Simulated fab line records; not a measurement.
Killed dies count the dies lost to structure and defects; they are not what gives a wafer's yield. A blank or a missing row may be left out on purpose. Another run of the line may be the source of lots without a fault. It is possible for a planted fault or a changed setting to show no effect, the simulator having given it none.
Split-lot study    flow n5 finfet    21 wafers read across 7 lots, on a route 1938 steps long

ABOUT THE SPLIT
At N5_BEOL_M2_ILD_DEP_00 (deposits SiOC from DEMS/O2, target thk 79 nm, time 15.3 s), the setting time s was moved away from the recipe's 15.3 s on 9 of the 21 wafers read, by -8.7% to +14.3%. For the rest of the wafers, this setting stayed at what the recipe calls for.

No step appears in the file between the split and the reading.

THE READING
M2_ILD_THK at N5_BEOL_M2_THK_MEAS_01, in nm. On this fab line, fault-free wafers typically give 78.7 nm with a standard deviation of 0.93 nm.

wafer   tool, chamber at the split  time s as run, s  against the recipe  M2_ILD_THK, nm  against lot-mates on the recipe
L083.2  pecvd-03, 2                 17.49             +14.3%              89.9            +10.5
L083.3  pecvd-03, 1                 17.49             +14.3%              89.9            +10.5
L083.4  pecvd-03, 2                 15.3              recipe              79.4            -
L086.2  pecvd-03, 1                 15.3              recipe              78.6            -
L086.3  pecvd-03, 2                 15.3              recipe              78.3            -
L086.6  pecvd-03, 0                 15.3              recipe              79.9            -
L088.2  pecvd-03, 0                 15.3              recipe              77.2            -
L088.3  pecvd-03, 1                 15.3              recipe              77.2            -
L088.6  pecvd-03, 2                 15.3              recipe              79.2            -
L090.4  pecvd-01, 1                 15.95             +4.2%               82.3            +1.4
L090.5  pecvd-01, 2                 15.95             +4.2%               83.9            +3.0
L090.6  pecvd-01, 0                 15.3              recipe              80.9            -
L092.2  pecvd-02, 0                 17.44             +14.0%              88.9            +9.0
L092.3  pecvd-02, 1                 17.44             +14.0%              89.4            +9.5
L092.5  pecvd-02, 1                 15.3              recipe              79.9            -
L094.1  pecvd-03, 0                 15.3              recipe              78.4            -
L094.2  pecvd-03, 1                 13.97             -8.7%               70.7            -7.5
L094.3  pecvd-03, 2                 15.3              recipe              78.1            -
L096.3  pecvd-01, 0                 16.43             +7.4%               83.2            +4.4
L096.4  pecvd-01, 1                 15.3              recipe              78.8            -
L096.5  pecvd-01, 2                 16.43             +7.4%               84.5            +5.7

FIT RESULTS
A straight line over all 21 wafers: M2_ILD_THK changes by +0.777 nm for each +1% of time s; r = +0.98; the points scatter about the line by 1 nm.
The same after taking each lot's own level away (the mean of its wafers on the recipe; 21 wafers): +0.719 nm for each +1%; r = +0.99; scatter 0.73 nm.
According to that fit, moving time s by its largest amount changes the reading by 10 nm.
The span of the lots' own levels, 77.87 to 80.90 nm, comes to 3.3 times the standard deviation stated above.
Consequently the slope shifts little with the lot-to-lot level, the two slopes agreeing.
Check: +9.95 nm against its lot-mates is what the line predicts for one of the wafers moved furthest among these (+14.3%) when that wafer is left out of the fit. It came out at +10.5 nm against them.

OTHER SPLITS APPLIED TO THESE WAFERS
These wafers also went through other splits before the reading. Each is held against what the fit with the lots' levels taken away leaves over:
other split on the same wafers               wafers away from the commonest value  r with M2_ILD_THK (lot level and that fit taken away)
N5_BEOL_M0_SAQP_SPACER2_ALD_26 target thk a  9                                     +0.13
N5_BEOL_M0_SAQP_ETCH_88 source w             8                                     +0.07
N5_BEOL_M0_CUTY_COAT_51 spin rpm             7                                     +0.23
N5_BEOL_M1_ETCH_64 bias w                    6                                     +0.37

THE WHOLE CHAIN: every reading that the file lists as answering this split, in the file's order
step                    what it does                                               reading                                                                             change (the file's fit)                r (the file's)
N5_BEOL_M2_ILD_DEP_00   deposits SiOC from DEMS/O2, target thk 79 nm, time 15.3 s  SiOC_of_BEOL_M2_ILD_DEP_00.thk nm (the simulator's own value, which no gauge read)  +0.715 nm for each +1% of the setting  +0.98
N5_BEOL_M2_THK_MEAS_01                                                             M2_ILD_THK                                                                          +0.713 for each +1% of the setting     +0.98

THE FILE'S OWN FIT
M2_ILD_THK changes by +0.713 nm for each +1% of time s, r = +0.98.
